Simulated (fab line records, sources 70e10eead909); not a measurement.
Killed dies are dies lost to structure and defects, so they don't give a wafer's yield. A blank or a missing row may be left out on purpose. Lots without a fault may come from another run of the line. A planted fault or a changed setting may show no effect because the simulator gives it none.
A struck lot beside a sound one | flow nand_harc | 15 steps out of a route of 1159
Sound: wafers L272.3, L272.4, L272.5. Struck: wafer L266.4. (L266.3, L266.5 of the same lot were not struck and are left out.) The cause comes at the end.
At each step with rows: each side's tool, then ch and its chambers, then its first start. Under that, the readings that differ: sound wafers | struck wafers | difference of the means | sigmas: that difference in standard deviations of wafers without a fault.
alike: readings whose means differ by less than 2 such deviations, and words and numbers that are the same on both sides. not compared: withheld readings, readings that some wafer has no value for, bounds like >300 that may hide the same value, and numbers for which the record gives no deviation and whose values overlap.
The two part at a step that has a row with sigmas, a row that says differs or no value, or rows on one side only. Numbers that don't overlap but have no deviation are shown without sigmas and don't part them. A reading that every wafer of one side lacks parts them only if that side has two wafers or more.

first, 5 steps without rows for these wafers: NHARC_A_SGD_CUT_SOFTBAKE_04 (time 55 s); NHARC_A_SGD_CUT_EBR_05; NHARC_A_SGD_CUT_EXPOSE_06 (exposes mask SGD); NHARC_A_SGD_CUT_PEB_07 (peb time 65 s); NHARC_A_SGD_CUT_DEVELOP_08 (develop time 35 s).
NHARC_A_SGD_CUT_CD_MEAS_09: target cd 100 nm.
  sound on cd_sem-02 ch 0, day 18 09:13; struck on cd_sem-02 ch 0, day 16 03:07
  alike: cd_nm
NHARC_A_SGD_CUT_OVL_MEAS_10:
  sound on overlay-01, day 18 09:18; struck on overlay-01, day 16 03:11
  alike: overlay_x_nm, overlay_y_nm
NHARC_A_SGD_CUT_INSPECT_11:
  sound on defect_inspect-01, day 18 09:20; struck on defect_inspect-02, day 16 03:14
  alike: raw_defect_count
NHARC_A_SGD_CUT_DESCUM_14: chemistry O2, time 3 s.
  sound on rie_diel-08 ch 1,3, day 18 09:24; struck on rie_diel-09 ch 2, day 16 03:17
  reading                | sound                | struck | difference | sigmas
  throttle_valve_pct (%) | 11.286 11.308 11.309 | 11.320 | +0.019     | +2
  alike: drypump_motor_current_A, oes_product_au, rf_vpp_V, showerhead_plenum_p_Torr
  not compared: rf_hours_counter_h
NHARC_A_SGD_CUT_ETCH_58: etches the open film in CF4, target depth 39 nm, time 65 s.
  sound on rie_diel-08 ch 0,1,2, day 18 09:29; struck on rie_diel-09 ch 2, day 16 03:23
  reading                | sound                | struck | difference | sigmas
  oes_product_au (a.u.)  | 1.038 1.006 1.009    | 0.979  | -0.039     | -3
  rf_vpp_V (V)           | 152.1 150.1 149.5    | 152.8  | +2.2       | +2
  throttle_valve_pct (%) | 13.292 13.282 13.276 | 13.265 | -0.018     | -2
  alike: drypump_motor_current_A, showerhead_plenum_p_Torr
  not compared: rf_hours_counter_h
NHARC_A_SGD_CUT_ETCH_59: etches the open film in N2/H2, target depth 260 nm, time 406.25 s.
  sound on rie_diel-08 ch 0,1,3; struck on rie_diel-09 ch 2
  alike: drypump_motor_current_A, oes_product_au, rf_vpp_V, showerhead_plenum_p_Torr, throttle_valve_pct
  not compared: rf_hours_counter_h
NHARC_A_SGD_CUT_ETCH_15: etches the open film in CH3F/O2, target depth 75 nm, time 64.3 s.
  sound on rie_diel-08 ch 0,1,2; struck on rie_diel-09 ch 1
  reading               | sound             | struck | difference | sigmas
  oes_product_au (a.u.) | 0.959 0.959 0.985 | 0.917  | -0.051     | -3
  rf_vpp_V (V)          | 260.4 263.1 265.4 | 268.5  | +5.5       | +3
  alike: drypump_motor_current_A, showerhead_plenum_p_Torr, throttle_valve_pct
  not compared: rf_hours_counter_h
NHARC_A_SGD_CUT_ETCH_16: etches the open film in C4F8/O2/Ar, target depth 310.5 nm, time 155.2 s.
  sound on rie_diel-08 ch 0,1,2, day 18 09:59; struck on rie_diel-09 ch 0, day 16 03:52
  reading               | sound             | struck | difference | sigmas
  oes_product_au (a.u.) | 0.988 1.001 0.968 | 1.053  | +0.067     | +4
  alike: rf_vpp_V
  not compared: rf_hours_counter_h
then, 1 step without rows for these wafers: NHARC_A_SGD_CUT_STRIP_60 (strips in C4F8/O2/Ar).
-- the record jumps here: 5 days lie between the struck wafers' starts before and after (it left off in module A_SGD_CUT and takes up again in module END, whose first step shown is number 1159 of the route) --
NHARC_END_SORT_01:
  the record has rows for the struck wafers here (prober-01 ch 0, day 21 12:13) and none for the sound ones

WHERE THEY PART
First at NHARC_A_SGD_CUT_DESCUM_14; last, within this record, at NHARC_END_SORT_01.

WHY: what the simulator had put in
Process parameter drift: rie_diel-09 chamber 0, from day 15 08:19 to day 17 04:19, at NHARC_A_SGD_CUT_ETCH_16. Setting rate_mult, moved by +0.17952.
